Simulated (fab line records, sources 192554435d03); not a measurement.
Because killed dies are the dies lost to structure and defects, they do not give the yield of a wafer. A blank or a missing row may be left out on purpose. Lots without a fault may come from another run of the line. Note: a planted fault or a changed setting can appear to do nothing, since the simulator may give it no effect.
Which tool is to blame? :: flow n5 finfet :: 10 lots with 29 wafers sampled at 7 steps, on a route of 1938 steps

## WHAT THE GAUGES SHOWED, per wafer
N5_ZERO_LAYER_INSPECT_20: inspects for defects (darkfield).
lot: L208
measured: day 1 13:25
on: defect inspect-02
raw defect count: 45 50

lot: L209
measured: day 1 19:15
on: defect inspect-02
raw defect count: 24 20 13

lot: L210
measured: day 2 01:17
on: defect inspect-02
raw defect count: 42 52 41

lot: L211
measured: day 2 07:24
on: defect inspect-02
raw defect count: 21 19 12

lot: L212
measured: day 2 13:46
on: defect inspect-01
raw defect count: 22 26 20

lot: L213
measured: day 2 19:23
on: defect inspect-02
raw defect count: 68 54 60

lot: L216
measured: day 3 13:21
on: defect inspect-01
raw defect count: 60 37 45

lot: L229
measured: day 6 19:22
on: defect inspect-01
raw defect count: 1153 61 45

lot: L230
measured: day 7 01:23
on: defect inspect-02
raw defect count: 14 14 16

lot: L231
measured: day 7 07:41
on: defect inspect-02
raw defect count: 19 37 33

N5_WELL_APT_CD_MEAS_08 targets a cd of 200 nm.
lot: L208
measured: day 1 13:43
on: cd sem-01
cd nm (nm): 201.5 197.9

lot: L209
measured: day 1 19:41
on: cd sem-01
cd nm (nm): 195.7 198.4 198.9

lot: L210
measured: day 2 01:35
on: cd sem-03
cd nm (nm): 202.6 200.1 201.9

lot: L211
measured: day 2 07:50
on: cd sem-02
cd nm (nm): 202.1 199.9 199.1

lot: L212
measured: day 2 14:11
on: cd sem-03
cd nm (nm): 197.9 193.7 199.6

lot: L213
measured: day 2 19:41
on: cd sem-01
cd nm (nm): 197.3 197.4 198.4

lot: L216
measured: day 3 13:40
on: cd sem-02
cd nm (nm): 197.8 200.3 200.7

lot: L229
measured: day 6 19:40
on: cd sem-03
cd nm (nm): 199.8 199.0 202.6

lot: L230
measured: day 7 01:49
on: cd sem-01
cd nm (nm): 199.7 197.4 199.9

lot: L231
measured: day 7 08:07
on: cd sem-03
cd nm (nm): 201.6 200.3 204.8

N5_WELL_APT_INSPECT_10: inspects for defects (macro).
lot: L208
measured: day 1 13:46
on: defect inspect-01
raw defect count: 1 4

lot: L209
measured: day 1 19:44
on: defect inspect-01
raw defect count: 2 1 2

lot: L210
measured: day 2 01:38
on: defect inspect-01
raw defect count: 4 2 4

lot: L211
measured: day 2 07:53
on: defect inspect-02
raw defect count: 2 3 3

lot: L212
measured: day 2 14:15
on: defect inspect-01
raw defect count: 1 3 1

lot: L213
measured: day 2 19:44
on: defect inspect-01
raw defect count: 3 1 3

lot: L216
measured: day 3 13:43
on: defect inspect-02
raw defect count: 1 0 0

lot: L229
measured: day 6 19:43
on: defect inspect-01
raw defect count: >300 0 1

lot: L230
measured: day 7 01:52
on: defect inspect-01
raw defect count: 3 1 1

lot: L231
measured: day 7 08:10
on: defect inspect-01
raw defect count: 0 4 2

N5_PMOS_HMC_CHANNEL_EPI_OVL_MEAS_10.
lot: L208
measured: day 1 17:22
on: overlay-02
PMOS_HMC_BLK_OVL (nm): 1.8 1.2

lot: L209
measured: day 1 23:44
on: overlay-01
PMOS_HMC_BLK_OVL (nm): 0.1 -0.4 0.1

lot: L210
measured: day 2 05:35
on: overlay-01
PMOS_HMC_BLK_OVL (nm): 1.0 -0.3 0.2

lot: L211
measured: day 2 11:46
on: overlay-01
PMOS_HMC_BLK_OVL (nm): 1.4 -0.2 1.5

lot: L212
measured: day 2 17:34
on: overlay-01
PMOS_HMC_BLK_OVL (nm): -0.4 0.1 -0.8

lot: L213
measured: day 3 00:11
on: overlay-01
PMOS_HMC_BLK_OVL (nm): -0.1 -0.1 0.5

lot: L216
measured: day 3 17:25
on: overlay-01
PMOS_HMC_BLK_OVL (nm): 1.3 1.0 1.0

lot: L229
measured: day 6 23:20
on: overlay-02
PMOS_HMC_BLK_OVL (nm): -0.5 -0.8 0.5

lot: L230
measured: day 7 05:47
on: overlay-01
PMOS_HMC_BLK_OVL (nm): 2.1 1.7 1.4

lot: L231
measured: day 7 11:34
on: overlay-02
PMOS_HMC_BLK_OVL (nm): 1.2 0.4 0.4

N5_BEOL_M4_RC_MEAS_101.
lot: L208
measured: day 9 09:12
on: prober-02
DIBL_N (mV/V): 36.6 37.9
DIBL_P (mV/V): 37 39
IOFF_N (nA/um): 0.17 0.20
IOFF_P (nA/um): 0.21 0.26
ION_N (uA/um): 683 692
ION_P (uA/um): 459 472
SS_N (mV/dec): 71.8 72.5
SS_P (mV/dec): 73.2 74.2
VT_N (mV): 249 248
VT_P (mV): -250 -248

lot: L209
measured: day 9 00:22
on: prober-02
DIBL_N (mV/V): 39.6 32.8 35.8
DIBL_P (mV/V): 40 33 34
IOFF_N (nA/um): 0.22 0.11 0.17
IOFF_P (nA/um): 0.24 0.14 0.17
ION_N (uA/um): 684 672 671
ION_P (uA/um): 462 458 455
SS_N (mV/dec): 72.7 70.8 72.8
SS_P (mV/dec): 74.3 72.5 72.4
VT_N (mV): 247 257 255
VT_P (mV): -252 -255 -253

lot: L210
measured: day 9 16:25
on: prober-02
DIBL_N (mV/V): 37.8 31.4 38.4
DIBL_P (mV/V): 36 29 35
IOFF_N (nA/um): 0.17 0.09 0.17
IOFF_P (nA/um): 0.22 0.13 0.19
ION_N (uA/um): 690 667 676
ION_P (uA/um): 469 461 463
SS_N (mV/dec): 71.1 70.0 71.7
SS_P (mV/dec): 73.6 71.8 72.9
VT_N (mV): 249 255 253
VT_P (mV): -248 -257 -249

lot: L211
measured: day 9 10:52
on: prober-02
DIBL_N (mV/V): 34.5 41.0 35.1
DIBL_P (mV/V): 35 42 36
IOFF_N (nA/um): 0.13 0.25 0.14
IOFF_P (nA/um): 0.17 0.30 0.18
ION_N (uA/um): 677 694 675
ION_P (uA/um): 463 463 465
SS_N (mV/dec): 71.4 72.8 71.4
SS_P (mV/dec): 72.9 75.3 73.1
VT_N (mV): 250 243 250
VT_P (mV): -253 -249 -255

lot: L212
measured: day 10 15:59
on: prober-01
DIBL_N (mV/V): 41.4 34.6 33.7
DIBL_P (mV/V): 40 34 32
IOFF_N (nA/um): 0.26 0.13 0.11
IOFF_P (nA/um): 0.23 0.16 0.14
ION_N (uA/um): 679 680 660
ION_P (uA/um): 461 467 451
SS_N (mV/dec): 74.1 71.1 70.6
SS_P (mV/dec): 74.1 72.8 72.3
VT_N (mV): 248 254 255
VT_P (mV): -252 -253 -256

lot: L213
measured: day 10 11:51
on: prober-01
DIBL_N (mV/V): 30.8 40.7 33.8
DIBL_P (mV/V): 30 41 34
IOFF_N (nA/um): 0.09 0.24 0.12
IOFF_P (nA/um): 0.15 0.31 0.19
ION_N (uA/um): 661 677 672
ION_P (uA/um): 461 462 464
SS_N (mV/dec): 69.9 73.5 71.3
SS_P (mV/dec): 72.2 75.1 72.9
VT_N (mV): 257 246 254
VT_P (mV): -253 -247 -251

lot: L216
measured: day 11 22:55
on: prober-02
DIBL_N (mV/V): 35.9 34.8 37.7
DIBL_P (mV/V): 37 35 39
IOFF_N (nA/um): 0.15 0.13 0.19
IOFF_P (nA/um): 0.20 0.18 0.26
ION_N (uA/um): 668 675 677
ION_P (uA/um): 463 457 469
SS_N (mV/dec): 72.0 71.6 72.3
SS_P (mV/dec): 72.9 72.4 73.9
VT_N (mV): 251 251 247
VT_P (mV): -251 -252 -247

lot: L229
measured: day 14 23:05
on: prober-02
DIBL_N (mV/V): 38.2 38.2 37.5
DIBL_P (mV/V): 38 39 38
IOFF_N (nA/um): 0.19 0.19 0.18
IOFF_P (nA/um): 0.24 0.26 0.24
ION_N (uA/um): 660 679 692
ION_P (uA/um): 462 471 474
SS_N (mV/dec): 72.5 72.5 71.3
SS_P (mV/dec): 73.5 74.0 73.4
VT_N (mV): 248 249 246
VT_P (mV): -243 -247 -245

lot: L230
measured: day 15 02:44
on: prober-01
DIBL_N (mV/V): 40.5 39.1 35.2
DIBL_P (mV/V): 40 40 34
IOFF_N (nA/um): 0.22 0.21 0.11
IOFF_P (nA/um): 0.27 0.30 0.19
ION_N (uA/um): 656 690 630
ION_P (uA/um): 451 481 447
SS_N (mV/dec): 73.0 72.1 70.9
SS_P (mV/dec): 73.8 74.3 72.7
VT_N (mV): 252 248 256
VT_P (mV): -249 -245 -251

lot: L231
measured: day 14 08:28
on: prober-02
DIBL_N (mV/V): 33.5 37.8 37.6
DIBL_P (mV/V): 32 38 38
IOFF_N (nA/um): 0.12 0.20 0.18
IOFF_P (nA/um): 0.16 0.27 0.26
ION_N (uA/um): 678 695 696
ION_P (uA/um): 463 481 482
SS_N (mV/dec): 70.9 72.0 71.1
SS_P (mV/dec): 72.3 74.1 73.7
VT_N (mV): 252 245 247
VT_P (mV): -254 -243 -245

## TOOL THAT RAN EACH LOT (tool first, then ch and the chambers of the sampled wafers, then the start)
lot: L208
N5_ZERO_LAYER_PRECLEAN_00: wet bench-01 ch 2,7, day 1 12:06
N5_PMOS_HMC_CHANNEL_EPI_HM_DEP_34: pecvd-01 ch 1,2, day 1 17:04

lot: L209
N5_ZERO_LAYER_PRECLEAN_00: wet bench-03 ch 4,5,6, day 1 18:04
N5_PMOS_HMC_CHANNEL_EPI_HM_DEP_34: pecvd-03 ch 1,2, day 1 23:18

lot: L210
N5_ZERO_LAYER_PRECLEAN_00: wet bench-01 ch 0,4,5, day 2 00:04
N5_PMOS_HMC_CHANNEL_EPI_HM_DEP_34: pecvd-02 ch 1,2, day 2 05:10

lot: L211
N5_ZERO_LAYER_PRECLEAN_00: wet bench-02 ch 1,3,6, day 2 06:04
N5_PMOS_HMC_CHANNEL_EPI_HM_DEP_34: pecvd-02 ch 0,1,2, day 2 11:19

lot: L212
N5_ZERO_LAYER_PRECLEAN_00: wet bench-01 ch 4,6,7, day 2 12:04
N5_PMOS_HMC_CHANNEL_EPI_HM_DEP_34: pecvd-02 ch 0,2, day 2 17:07

lot: L213
N5_ZERO_LAYER_PRECLEAN_00: wet bench-03 ch 4,6,7, day 2 18:04
N5_PMOS_HMC_CHANNEL_EPI_HM_DEP_34: pecvd-02 ch 0,2, day 2 23:44

lot: L216
N5_ZERO_LAYER_PRECLEAN_00: wet bench-02 ch 0,6,7, day 3 12:04
N5_PMOS_HMC_CHANNEL_EPI_HM_DEP_34: pecvd-01 ch 0,1,2, day 3 16:59

lot: L229
N5_ZERO_LAYER_PRECLEAN_00: wet bench-03 ch 2,4,7, day 6 18:04
N5_PMOS_HMC_CHANNEL_EPI_HM_DEP_34: pecvd-03 ch 0,1,2, day 6 23:02

lot: L230
N5_ZERO_LAYER_PRECLEAN_00: wet bench-01 ch 1,2,6, day 7 00:04
N5_PMOS_HMC_CHANNEL_EPI_HM_DEP_34: pecvd-03 ch 0,1,2, day 7 05:21

lot: L231
N5_ZERO_LAYER_PRECLEAN_00: wet bench-02 ch 3,4,5, day 7 06:04
N5_PMOS_HMC_CHANNEL_EPI_HM_DEP_34: pecvd-03 ch 0,1,2, day 7 11:16
- N5_ZERO_LAYER_PRECLEAN_00: cleans in SPM, time 600 s.
- N5_PMOS_HMC_CHANNEL_EPI_HM_DEP_34: deposits SiO2 from TEOS/O2, target thk 36 nm, time 6.9 s.

## WHAT THE TOOLS THEMSELVES READ (means of the sampled wafers that have a number; where no wafer has one, the mark that the record gives instead)
N5_ZERO_LAYER_PRECLEAN_00.
lot: L208
tool: wet bench-01
bath heat duty pct (%): 14.2

lot: L209
tool: wet bench-03
bath heat duty pct (%): 12.7

lot: L210
tool: wet bench-01
bath heat duty pct (%): 12.8

lot: L211
tool: wet bench-02
bath heat duty pct (%): 12.2

lot: L212
tool: wet bench-01
bath heat duty pct (%): 12.7

lot: L213
tool: wet bench-03
bath heat duty pct (%): 12.7

lot: L216
tool: wet bench-02
bath heat duty pct (%): 12.1

lot: L229
tool: wet bench-03
bath heat duty pct (%): 14.2

lot: L230
tool: wet bench-01
bath heat duty pct (%): 14.0

lot: L231
tool: wet bench-02
bath heat duty pct (%): 14.9

N5_PMOS_HMC_CHANNEL_EPI_HM_DEP_34.
lot: L208
tool: pecvd-01
heater power w (W): 488
showerhead plenum p Torr (Torr): 8.35
throttle valve pct (%): 18.7

lot: L209
tool: pecvd-03
heater power w (W): 698
showerhead plenum p Torr (Torr): 8.35
throttle valve pct (%): 19.0

lot: L210
tool: pecvd-02
heater power w (W): 601
showerhead plenum p Torr (Torr): 8.34
throttle valve pct (%): 17.7

lot: L211
tool: pecvd-02
heater power w (W): 468
showerhead plenum p Torr (Torr): 8.33
throttle valve pct (%): 17.8

lot: L212
tool: pecvd-02
heater power w (W): 469
showerhead plenum p Torr (Torr): 8.31
throttle valve pct (%): 17.9

lot: L213
tool: pecvd-02
heater power w (W): 524
showerhead plenum p Torr (Torr): 8.30
throttle valve pct (%): 17.9

lot: L216
tool: pecvd-01
heater power w (W): 531
showerhead plenum p Torr (Torr): 8.34
throttle valve pct (%): 18.3

lot: L229
tool: pecvd-03
heater power w (W): 636
showerhead plenum p Torr (Torr): 8.32
throttle valve pct (%): 19.4

lot: L230
tool: pecvd-03
heater power w (W): 661
showerhead plenum p Torr (Torr): 8.33
throttle valve pct (%): 19.4

lot: L231
tool: pecvd-03
heater power w (W): 670
showerhead plenum p Torr (Torr): 8.33
throttle valve pct (%): 19.4

## THE ANSWER, worked out from the rows above alone
Rule: the lots themselves supply what counts as usual. The widest of any qualifying gaps counts: lots, ordered by their means at a reading, are off when they make up no more than a third of the lots, leave a main group of 4 or more, and stand apart from it by 3 or more times the standard deviation of that group's means. If all means in a main group match to the digits the tables above print for the reading, that group is not used. Also off: a lot with no number at a reading for which 4 or more lots have one. The other lots that the step has rows for count as sound. Order of review: gauges by route order, followed by the tools' own readings, for which a lot's mean as printed above is used. The first step at which some lot is off is used, and at that step the reading that is off furthest; a lot without a number counts as furthest.
Off at N5_ZERO_LAYER_INSPECT_20 (raw defect count): L229. For the main group the mean is 34 and the standard deviation 16.
If a tool, at a process step before that reading, ran all the lots that are off and no sound lot after the first of them, it fits. Those tools and the gauges at N5_ZERO_LAYER_INSPECT_20 are tried in the same way. 2 tools fit, wet bench-03 at N5_ZERO_LAYER_PRECLEAN_00 and defect inspect-01 at N5_ZERO_LAYER_INSPECT_20, so this cannot tell which one it is.

## WHAT HAD BEEN PUT IN BY THE SIMULATOR
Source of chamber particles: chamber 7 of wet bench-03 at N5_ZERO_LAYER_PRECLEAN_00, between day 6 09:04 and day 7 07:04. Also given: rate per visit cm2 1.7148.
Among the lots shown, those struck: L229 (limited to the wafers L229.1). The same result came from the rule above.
